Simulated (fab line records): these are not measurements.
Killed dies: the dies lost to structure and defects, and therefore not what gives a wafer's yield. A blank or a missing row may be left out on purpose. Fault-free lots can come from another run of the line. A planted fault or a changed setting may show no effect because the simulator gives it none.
fab line records	flow n5Finfet
record lots=9	wafers=26	lastDay=17
route steps=1938 shown MOL_CONTACT_COAG@619 BEOL_M0_SAQP@632 BEOL_M0_CUTY@710 BEOL_M4@1111 PASSIVATION@1936
lots untouched by any fault: they come from a run of this same line in which no faults occurred
startH: hours from the record's opening day to when the first of the lot's shown wafers began	waitH: time in hours since the lot's previous step	" as in the row above	L1.1+2: several wafers, shown together as one row	- no value, or no start given	* or withheld: withheld	< > ~ a bound
route shown NAME@n: names a module that has steps shown in the file, with the first one's number in the route	usual: mean and standard deviation over wafers with no fault	same: alike in all rows	chamber/n: place in a boat	sites: per-site readings	_std_site: standard deviation of those values	_edge_site: inner sites' mean taken away from outer sites' mean	radiusMm: for every site, how far away it sits from the centre of the wafer	mask NAME#n: copy n	behind: the tool/chamber that last shaped the wafer	hold: reason for holding the lot/hours on hold/outcome of the hold	device: which transistor (n, p or np) failed to switch	end of line: the route-end tests of the same wafers	for a step that has no rows: nothing shown but its recipe	killed: dies lost to structure and defects at the first sort, not the wafer's yield	map: the dies of a wafer, with x for killed, . for not killed, _ for no die there
set.NAME: the run value of the setting; set.NAME@STEP: its run value at that earlier step	model.NAME: the simulator's own value behind a step, which no gauge read
one table for each step of the route and one row for each wafer, over a sample of lots
services: from which hour (startH, from the record's first day; less than 0 if before it) a tool's chamber was out of use, for how many hours, and why
## steps
# step N5_MOL_CONTACT_COAG_STRIP_49
# recipe chemistry=N2/H2	timeS=30	powerW=1000	tempC=250	pressureMtorr=withheld	n2FlowSccm=1750	h2FlowSccm=3250
# usual drypumpMotorCurrentA=5.67/0.057	h2FlowSccm=3253/8.3	heaterPowerW=341/22	n2FlowSccm=1750/5.3
lot.wafer	tool	chamber	startH	waitH	drypumpMotorCurrentA	h2FlowSccm	heaterPowerW	n2FlowSccm	rfHoursCounterH
L722.1	plasmaAsher-02	0	106.70	-	5.78	3247	357	1756	41
L722.3	"	1	"	"	5.71	3256	377	1751	-
L722.5	"	0	"	"	5.76	3250	362	1754	-
L723.1	plasmaAsher-02	1	113.32	-	5.76	3250	370	1739	42
L723.3	"	1	"	"	5.77	3247	370	1739	-
L723.5	"	0	"	"	5.69	3249	359	1750	-
L728.2	plasmaAsher-01	1	141.82	-	5.61	3244	331	1744	110
L728.3	"	0	"	"	5.60	3255	316	1748	-
L728.5	"	1	"	"	5.62	3258	318	1739	-
L734.1	plasmaAsher-01	0	178.10	-	5.63	3262	315	1747	116
L734.3	"	1	"	"	5.64	3253	327	1747	-
L734.6	"	0	"	"	5.63	3251	316	1750	-
L737.1	plasmaAsher-02	0	196.98	-	5.69	3258	363	1754	54
L737.2	"	1	"	"	5.73	3239	364	1753	54
L737.5	"	0	"	"	5.69	3269	367	1753	-
L741.1	plasmaAsher-01	0	223.05	-	5.62	3242	314	1749	125
L741.4	"	0	"	"	5.66	3253	318	1749	-
L741.6	"	1	"	"	5.62	3259	328	1745	-
L742.1	plasmaAsher-02	0	223.82	-	5.71	3250	361	1761	60
L742.3	"	1	"	"	5.74	3244	369	1745	-
L742.4	"	0	"	"	5.73	3248	355	1761	-
L743.1	plasmaAsher-01	0	237.04	-	5.63	3246	313	1759	127
L743.3	"	0	"	"	5.65	3246	318	1754	-
L743.4	"	1	"	"	5.62	3243	320	1757	-
L744.5	plasmaAsher-01	1	245.33	-	5.59	3266	330	1747	-
L744.6	"	0	"	"	5.62	3232	315	1746	-
# step N5_BEOL_M0_SAQP_PECVD_00
# recipe material=SiCN	targetThkA=80	tempC=withheld	precursor=3MS/NH3	pressureTorr=3	rfW=202	timeS=14
# usual showerheadPlenumPTorr=3.667/0.015	throttleValvePct=9.2/0.43
lot.wafer	tool	chamber	startH	waitH	showerheadPlenumPTorr	throttleValvePct
L722.1	pecvd-01	2	112.87	0.2	3.674	8.5
L722.3	"	1	"	"	3.668	9.3
L722.5	"	2	"	"	3.671	8.9
L723.1	pecvd-04	2	117.59	0.2	3.659	8.6
L723.3	"	0	"	"	3.677	9.7
L723.5	"	0	"	"	3.675	10.0
L728.2	pecvd-02	1	148.44	0.2	3.697	9.5
L728.3	"	0	"	"	3.663	9.3
L728.5	"	1	"	"	3.695	9.5
L734.1	pecvd-04	2	182.38	0.2	3.661	8.6
L734.3	"	1	"	"	3.665	9.7
L734.6	"	2	"	"	3.668	8.4
L737.1	pecvd-01	2	201.27	0.2	3.679	8.6
L737.2	"	1	"	"	3.665	9.3
L737.5	"	1	"	"	3.661	9.1
L741.1	pecvd-02	1	234.64	0.2	3.693	9.9
L741.4	"	1	"	"	3.687	9.4
L741.6	"	0	"	"	3.657	9.3
L742.1	pecvd-02	1	234.94	0.2	3.693	9.4
L742.3	"	0	"	"	3.661	9.5
L742.4	"	1	"	"	3.696	9.7
L743.1	pecvd-01	2	241.32	0.2	3.665	8.7
L743.3	"	1	"	"	3.654	9.3
L743.4	"	1	"	"	3.670	9.3
L744.5	pecvd-02	0	249.58	0.1	3.658	9.4
L744.6	"	1	"	"	3.684	9.5
# step N5_BEOL_M0_SAQP_ILD_DEP_01
# recipe material=SiOC	targetThkA=454.19	tempC=350	precursor=DEMS/O2	pressureTorr=5	rfW=500	timeS=8.7
# usual heaterPowerW=476/60	showerheadPlenumPTorr=5.698/0.017	throttleValvePct=12.2/0.56
lot.wafer	tool	chamber	startH	waitH	heaterPowerW	showerheadPlenumPTorr	throttleValvePct
L722.1	pecvd-01	2	112.90	0.0	417	5.691	11.3
L722.3	"	1	"	"	613	5.697	12.5
L722.5	"	2	"	"	411	5.699	11.2
L723.1	pecvd-04	2	117.62	0.0	457	5.694	11.3
L723.3	"	0	"	"	394	5.701	12.9
L723.5	"	0	"	"	391	5.704	12.6
L728.2	pecvd-02	1	148.46	0.0	465	5.703	12.5
L728.3	"	0	"	"	414	5.676	12.3
L728.5	"	1	"	"	472	5.742	12.7
L734.1	pecvd-04	2	182.40	0.0	422	5.709	11.2
L734.3	"	1	"	"	455	5.689	12.8
L734.6	"	2	"	"	419	5.709	11.4
L737.1	pecvd-01	2	201.30	0.0	465	5.722	11.4
L737.2	"	1	"	"	550	5.701	12.4
L737.5	"	1	"	"	556	5.684	12.1
L741.1	pecvd-02	1	234.66	0.0	491	5.721	12.5
L741.4	"	1	"	"	492	5.725	12.7
L741.6	"	0	"	"	459	5.680	12.4
L742.1	pecvd-02	1	234.96	0.0	431	5.727	12.5
L742.3	"	0	"	"	378	5.681	12.4
L742.4	"	1	"	"	445	5.713	12.4
L743.1	pecvd-01	2	241.34	0.0	427	5.699	11.5
L743.3	"	1	"	"	539	5.711	12.4
L743.4	"	1	"	"	536	5.690	12.1
L744.5	pecvd-02	0	249.60	0.0	457	5.691	12.3
L744.6	"	1	"	"	528	5.727	12.7
# step N5_BEOL_M0_SAQP_PECVD_04
# recipe material=a-Si	targetThkA=600	tempC=350	precursor=SiH4/He	pressureTorr=3	rfW=100	timeS=60.2
# usual heaterPowerW=613/70	showerheadPlenumPTorr=5.68/0.048	throttleValvePct=18.5/0.89
lot.wafer	tool	chamber	startH	waitH	heaterPowerW	showerheadPlenumPTorr	throttleValvePct
L722.1	pecvd-02	0	113.45	0.0	557	5.64	18.8
L722.3	"	2	"	"	587	5.58	17.4
L722.5	"	0	"	"	543	5.63	19.0
L723.1	pecvd-04	2	118.33	0.0	533	5.68	17.2
L723.3	"	1	"	"	525	5.66	19.3
L723.5	"	1	"	"	552	5.67	19.2
L728.2	pecvd-04	0	150.01	0.0	524	5.72	19.6
L728.3	"	1	"	"	545	5.65	19.2
L728.5	"	2	"	"	598	5.68	17.3
L734.1	pecvd-01	2	183.29	0.0	629	5.69	17.4
L734.3	"	1	"	"	762	5.68	18.9
L734.6	"	0	"	"	727	5.72	19.1
L737.1	pecvd-01	2	203.03	0.0	554	5.72	17.3
L737.2	"	1	"	"	760	5.64	18.9
L737.5	"	1	"	"	761	5.67	18.7
L741.1	pecvd-04	1	235.56	0.0	601	5.66	19.2
L741.4	"	1	"	"	589	5.66	19.3
L741.6	"	0	"	"	582	5.71	19.5
L742.1	pecvd-02	2	235.82	0.0	652	5.60	17.8
L742.3	"	1	"	"	658	5.76	18.9
L742.4	"	2	"	"	530	5.59	17.8
L743.1	pecvd-02	2	241.90	0.0	579	5.59	17.9
L743.3	"	1	"	"	622	5.75	19.0
L743.4	"	2	"	"	594	5.58	17.4
L744.5	pecvd-01	1	250.15	0.0	690	5.67	18.8
L744.6	"	2	"	"	563	5.70	17.3
# step N5_BEOL_M0_SAQP_INSPECT_16
# recipe mode=adi	inspectInstrument=brightfield
# usual rawDefectCount=513/150
lot.wafer	tool	chamber	startH	waitH	rawDefectCount
L722.1	defectInspect-01	-	113.96	0.0	557
L722.3	"	-	"	"	581
L722.5	"	-	"	"	623
L723.1	defectInspect-01	-	118.84	0.0	619
L723.3	"	-	"	"	1009
L723.5	"	-	"	"	825
L728.2	defectInspect-01	-	150.51	0.0	474
L728.3	"	-	"	"	1053
L728.5	"	-	"	"	297
L734.1	defectInspect-01	-	183.79	0.0	626
L734.3	"	-	"	"	518
L734.6	"	-	"	"	516
L737.1	defectInspect-02	-	203.66	0.0	290
L737.2	"	-	"	"	345
L737.5	"	-	"	"	233
L741.1	defectInspect-01	-	236.20	0.0	835
L741.4	"	-	"	"	863
L741.6	"	-	"	"	757
L742.1	defectInspect-01	-	236.46	0.0	816
L742.3	"	-	"	"	571
L742.4	"	-	"	"	534
L743.1	defectInspect-01	-	242.41	0.0	437
L743.3	"	-	"	"	568
L743.4	"	-	"	"	408
L744.5	defectInspect-02	-	250.75	0.0	820
L744.6	"	-	"	"	645
# step N5_BEOL_M0_SAQP_INSPECT_42
# recipe mode=adi	inspectInstrument=brightfield
# usual rawDefectCount=320/100
lot.wafer	tool	chamber	startH	waitH	rawDefectCount
L722.1	defectInspect-02	-	118.44	0.1	404
L722.3	"	-	"	"	312
L722.5	"	-	"	"	224
L723.1	defectInspect-02	-	123.59	0.1	370
L723.3	"	-	"	"	345
L723.5	"	-	"	"	269
L728.2	defectInspect-01	-	155.88	0.0	433
L728.3	"	-	"	"	902
L728.5	"	-	"	"	285
L734.1	defectInspect-02	-	191.05	0.1	263
L734.3	"	-	"	"	219
L734.6	"	-	"	"	219
L737.1	defectInspect-02	-	208.07	0.1	282
L737.2	"	-	"	"	278
L737.5	"	-	"	"	246
L741.1	defectInspect-01	-	242.45	0.1	533
L741.4	"	-	"	"	396
L741.6	"	-	"	"	389
L742.1	defectInspect-01	-	242.92	0.1	723
L742.3	"	-	"	"	444
L742.4	"	-	"	"	438
L743.1	defectInspect-01	-	246.77	0.1	364
L743.3	"	-	"	"	290
L743.4	"	-	"	"	256
L744.5	defectInspect-02	-	254.84	0.0	259
L744.6	"	-	"	"	286
# step N5_BEOL_M0_CUTY_INSPECT_59
# recipe mode=adi	inspectInstrument=macro
# usual rawDefectCount=2.2/1.4
lot.wafer	tool	chamber	startH	waitH	rawDefectCount
L722.1	defectInspect-01	-	119.71	0.0	4
L722.3	"	-	"	"	3
L722.5	"	-	"	"	2
L723.1	defectInspect-02	-	125.01	0.0	4
L723.3	"	-	"	"	3
L723.5	"	-	"	"	2
L728.2	defectInspect-02	-	157.27	0.0	1
L728.3	"	-	"	"	>300
L728.5	"	-	"	"	1
L734.1	defectInspect-02	-	192.44	0.0	1
L734.3	"	-	"	"	0
L734.6	"	-	"	"	1
L737.1	defectInspect-01	-	209.84	0.0	4
L737.2	"	-	"	"	3
L737.5	"	-	"	"	4
L741.1	defectInspect-01	-	244.07	0.0	0
L741.4	"	-	"	"	4
L741.6	"	-	"	"	1
L742.1	defectInspect-01	-	244.38	0.0	3
L742.3	"	-	"	"	6
L742.4	"	-	"	"	1
L743.1	defectInspect-01	-	248.16	0.0	0
L743.3	"	-	"	"	3
L743.4	"	-	"	"	4
L744.5	defectInspect-02	-	256.24	0.0	5
L744.6	"	-	"	"	0
# step N5_BEOL_M4_RC_MEAS_101
# usual DIBL_N=36.8/2.2	DIBL_P=37.0/2.8	IOFF_N=0.18/0.043	IOFF_P=0.23/0.05	ION_N=680/14	ION_P=466/9.1	SS_N=71.7/0.74	SS_P=73.5/0.79	VT_N=248/4	VT_P=-249/4.1
lot.wafer	tool	chamber	startH	waitH	DIBL_N[mV/V]	DIBL_P[mV/V]	IOFF_N[nA/um]	IOFF_P[nA/um]	ION_N[uA/um]	ION_P[uA/um]	SS_N[mV/dec]	SS_P[mV/dec]	VT_N[mV]	VT_P[mV]
L723.1	prober-01	0	169.07	0.0	39.6	41.3	0.29	0.36	715	484	72.7	74.8	238	-241
L723.3	"	0	"	"	35.4	36.2	0.17	0.22	691	470	71.5	73.3	247	-246
L723.5	"	0	"	"	37.8	39.6	0.23	0.32	696	480	72.1	74.0	243	-242
L722.1	prober-02	0	177.57	0.0	37.8	36.7	0.16	0.19	666	450	71.9	73.9	249	-254
L722.3	"	0	"	"	34.9	33.9	0.13	0.17	677	462	69.7	73.0	252	-255
L722.5	"	0	"	"	38.9	38.6	0.19	0.23	688	463	71.8	73.7	248	-251
L728.2	prober-02	0	203.49	0.2	37.2	36.0	0.17	0.22	678	465	72.8	73.9	248	-248
L728.3	"	0	"	"	34.5	33.0	0.13	0.18	658	457	71.3	72.6	250	-250
L728.5	"	0	"	"	38.6	38.7	0.20	0.26	677	469	72.6	73.6	246	-246
L734.1	prober-02	0	247.48	0.0	36.1	36.5	0.15	0.20	674	462	71.9	73.4	251	-251
L734.3	"	0	"	"	35.9	35.4	0.16	0.20	684	460	71.3	73.3	248	-251
L734.6	"	0	"	"	37.0	37.1	0.17	0.23	683	463	71.3	73.4	248	-248
L737.1	prober-02	0	255.22	0.0	38.0	35.6	0.16	0.18	675	453	71.6	73.2	249	-254
L737.2	"	0	"	"	38.0	37.6	0.18	0.21	678	454	72.3	73.6	249	-251
L737.5	"	0	"	"	34.9	31.6	0.12	0.13	662	448	71.6	72.1	254	-256
L742.1	prober-01	0	291.49	0.0	37.4	36.0	0.18	0.20	687	459	71.9	73.4	249	-252
L742.3	"	0	"	"	39.8	41.2	0.25	0.31	707	480	73.3	74.3	244	-249
L742.4	"	0	"	"	38.5	37.6	0.21	0.23	683	460	72.8	73.8	247	-250
L741.1	prober-02	0	293.41	0.0	38.8	40.2	0.22	0.29	696	472	72.0	74.7	247	-244
L741.4	"	0	"	"	37.5	39.5	0.20	0.29	696	480	72.4	74.3	245	-244
L741.6	"	0	"	"	37.8	38.9	0.18	0.25	679	466	72.2	74.3	249	-245
L743.1	prober-01	0	298.57	0.0	33.4	34.3	0.12	0.17	671	460	70.6	73.1	256	-255
L743.3	"	0	"	"	37.3	39.2	0.20	0.25	687	468	71.6	73.7	246	-250
L743.4	"	0	"	"	35.5	37.2	0.15	0.22	670	466	71.4	73.1	251	-250
L744.5	prober-02	0	299.52	0.6	36.7	37.9	0.20	0.26	686	474	72.2	73.6	243	-244
L744.6	"	0	"	"	37.7	40.2	0.22	0.31	701	487	72.3	74.8	242	-241
# step N5_PASSIVATION_PROBE_49
# usual defectLimitedYield=91.4/1.5	killed_at_M0_to_M3=36/11	killed_at_M4_up=14/6	killedAtContacts=11/6	killedAtFrontEnd=37/11	killedAtOther=4/3.4	killedDies=102/18	killedOpen=66/13	killedShort=34/7.8	sort_bin_5_function=5.0/0.97	sort_bin_6_memory=3.2/0.7	sort_bin_8_speed=0.0/0.38	sortNPass=1078/19	sortYieldPct=91.3/1.6
# same grossDies=1180	killedAtBackSide=0	sort_bin_4_leakage[%]=0
lot.wafer	tool	chamber	startH	waitH	defectLimitedYield[%]	killed_at_M0_to_M3	killed_at_M4_up	killedAtContacts	killedAtFrontEnd	killedAtOther	killedDies	killedOpen	killedShort	sort_bin_5_function[%]	sort_bin_6_memory[%]	sort_bin_8_speed[%]	sortNPass	sortYieldPct[%]
L728.2	prober-01	-	306.32	0.1	90.9	41	20	20	26	0	107	76	30	6.0	2.8	0	1073	90.9
L728.3	prober-01	-	306.37	0.1	81.9	161	24	5	22	1	213	67	19	11.1	4.4	0	967	81.9
L728.5	prober-01	-	306.47	0.2	93.2	23	9	14	31	3	80	56	23	4.1	2.4	0	1100	93.2
# killed by level:class
L728.2 MOL_CONTACT_COAG:geometricParticle:open=18 BEOL_M1:geometricParticle:open=10 BEOL_M4:geometricParticle:open=10 BEOL_M2:geometricParticle:open=9 FIN_SAQP:geometricParticle:short=7 BEOL_M1:geometricParticle:short=6 STI_FIN_REVEAL:geometricParticle:open=5 BEOL_M0_SAQP:geometricParticle:short=4
L728.3 BEOL_M0_SAQP:unspecified=124 BEOL_M3:geometricParticle:open=12 BEOL_M4:geometricParticle:open=12 BEOL_M1:geometricParticle:open=9 BEOL_M0_SAQP:geometricParticle:open=7 DUMMY_GATE:geometricParticle:open=5 BEOL_M5:geometricParticle:open=5 FIN_SAQP:geometricParticle:short=4
L728.5 MOL_CONTACT_COAG:geometricParticle:open=11 BEOL_M3:geometricParticle:open=6 DUMMY_GATE:geometricParticle:open=5 BEOL_M0_SAQP:geometricParticle:open=5 BEOL_M4:geometricParticle:open=5 STI_FIN_REVEAL:geometricParticle:open=4 GATE_CUT:geometricParticle:short=4 BEOL_M2:geometricParticle:open=4
## services
tool	chamber	startH	hours	kind
pecvd-01	1	88.23	5.4	repair
plasmaAsher-02	-	126.47	15.6	pm
pecvd-02	-	137.52	0.7	repair
pecvd-04	2	170.47	2.1	scheduledDown
pecvd-02	1	205.67	4.9	repair
plasmaAsher-02	-	237.20	17.1	pm
## key
firstSign step=N5_BEOL_M0_SAQP_INSPECT_16	reading=rawDefectCount	direction=up	sigmas=3.5	usual=513	struck=1053
effect step=N5_BEOL_M0_SAQP_INSPECT_42	reading=rawDefectCount	direction=up	sigmas=5.8	usual=320	struck=902
effect step=N5_BEOL_M0_CUTY_INSPECT_59	reading=rawDefectCount	direction=up	sigmas=99+	usual=2.2	struck=>300
effect step=N5_PASSIVATION_PROBE_49	reading=killed_at_M0_to_M3	direction=up	sigmas=12	usual=36	struck=161
moreKillsBornAt N5_BEOL_M0_SAQP_PECVD_00@pecvd-02=124
metAt N5_BEOL_M0_SAQP_PECVD_00
struckLots L728
struckWafers L728.3
notActingAt N5_MOL_CONTACT_COAG_STRIP_49,N5_BEOL_M0_SAQP_ILD_DEP_01,N5_BEOL_M0_SAQP_PECVD_04
fault kind=chamberParticleSource	tool=pecvd-02	chamber=0	onsetH=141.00	steps=N5_BEOL_M0_SAQP_PECVD_00	ratePerVisitCm2=0.87587	endH=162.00
